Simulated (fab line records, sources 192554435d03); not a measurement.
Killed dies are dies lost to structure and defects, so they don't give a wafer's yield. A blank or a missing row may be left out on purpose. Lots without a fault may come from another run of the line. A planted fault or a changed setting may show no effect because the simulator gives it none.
Split-lot experiment | flow n5_finfet | 7 lots, 21 wafers read, on a route of 1938 steps

THE SPLIT
At N5_BEOL_M2_EXPOSE_25 (exposes mask V1, defocus 5 nm), the setting dose_mj was moved away from the recipe's 63 on 10 of the 21 wafers read, by -7.5% to +5.2%. The other wafers ran this setting at the recipe's value.

FROM THE SPLIT TO THE READING: what the file shows between them, 2 steps
- N5_BEOL_M2_PEB_26: peb time 60 s
- N5_BEOL_M2_DEVELOP_27: develop time 30 s

THE READING
cd_nm, in nm, at N5_BEOL_M2_CD_MEAS_28 (target cd 26.2 nm, target cd y 24.1 nm). Fault-free wafers of this fab line usually give 26.30 nm, standard deviation 0.24 nm.

wafer  | tool, chamber at the split | dose_mj as run | against the recipe | cd_nm, nm | against lot-mates on the recipe
L078.1 | euv_scanner-02, 0          | 63             | recipe             | 25.73     | -
L078.3 | euv_scanner-02, 0          | 63             | recipe             | 26.27     | -
L078.4 | euv_scanner-02, 0          | 59.66          | -5.3%              | 25.06     | -0.94
L079.2 | euv_scanner-01, 0          | 63             | recipe             | 26.61     | -
L079.5 | euv_scanner-01, 0          | 59.17          | -6.1%              | 24.92     | -1.69
L079.6 | euv_scanner-01, 0          | 59.17          | -6.1%              | 24.76     | -1.85
L081.3 | euv_scanner-01, 0          | 63             | recipe             | 25.93     | -
L081.5 | euv_scanner-01, 0          | 59.79          | -5.1%              | 25.10     | -0.91
L081.6 | euv_scanner-01, 0          | 63             | recipe             | 26.09     | -
L083.3 | euv_scanner-02, 0          | 63             | recipe             | 26.52     | -
L083.4 | euv_scanner-02, 0          | 61.13          | -3.0%              | 26.05     | -0.47
L083.5 | euv_scanner-02, 0          | 61.13          | -3.0%              | 25.85     | -0.67
L085.3 | euv_scanner-02, 0          | 58.29          | -7.5%              | 24.91     | -1.09
L085.4 | euv_scanner-02, 0          | 63             | recipe             | 26.00     | -
L085.5 | euv_scanner-02, 0          | 58.29          | -7.5%              | 25.30     | -0.70
L090.1 | euv_scanner-02, 0          | 63             | recipe             | 26.21     | -
L090.3 | euv_scanner-02, 0          | 63             | recipe             | 26.57     | -
L090.4 | euv_scanner-02, 0          | 63             | recipe             | 26.46     | -
L095.4 | euv_scanner-02, 0          | 66.29          | +5.2%              | 27.17     | +0.93
L095.5 | euv_scanner-02, 0          | 63             | recipe             | 26.24     | -
L095.6 | euv_scanner-02, 0          | 66.29          | +5.2%              | 27.34     | +1.10

THE FIT
A straight line over all 21 wafers: cd_nm changes by +0.189 nm for each +1% of dose_mj; r = +0.93; the points scatter about the line by 0.27 nm.
The same after taking each lot's own level away (the mean of its wafers on the recipe; 21 wafers): +0.187 nm for each +1%; r = +0.92; scatter 0.3 nm.
On that fit, the largest move of dose_mj shifts the reading by 1.4 nm.
The lots' own levels span 26.000 to 26.610 nm, that is 2.5 times the standard deviation above.
So the lot-to-lot level changes the slope little: the two slopes agree.
Check: with one of the wafers moved furthest among these (-7.5%) left out of the fit, the line predicts -1.47 nm for it against its lot-mates. It came out at -1.09 nm against them.

OTHER SPLITS ON THESE WAFERS
These wafers also went through other splits before the reading. Each is held against what the fit with the lots' levels taken away leaves over:
other split on the same wafers            | wafers away from the commonest value | r with cd_nm (lot level and that fit taken away)
N5_MOL_CONTACT_COAG_EXPOSE_05 dose_mj     | 11                                   | -0.41
N5_MOL_CONTACT_COAG_VIA_ETCH_117 bias_w   | 10                                   | -0.18
N5_BEOL_M0_SAQP_SPACER1_ALD_98 ald_cycles | 3                                    | -0.01
N5_BEOL_M0_ETCH_128 source_w              | 9                                    | -0.05
N5_BEOL_M1_VIA_ETCH_34 time_s             | 4                                    | -0.05
N5_BEOL_M1_TRENCH_ETCH_37 source_w        | 5                                    | -0.11
N5_BEOL_M2_COAT_22 spin_rpm               | 6                                    | +0.34

THE FILE'S OWN FIT
cd_nm changes by +0.186 nm for each +1% of dose_mj, r = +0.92.
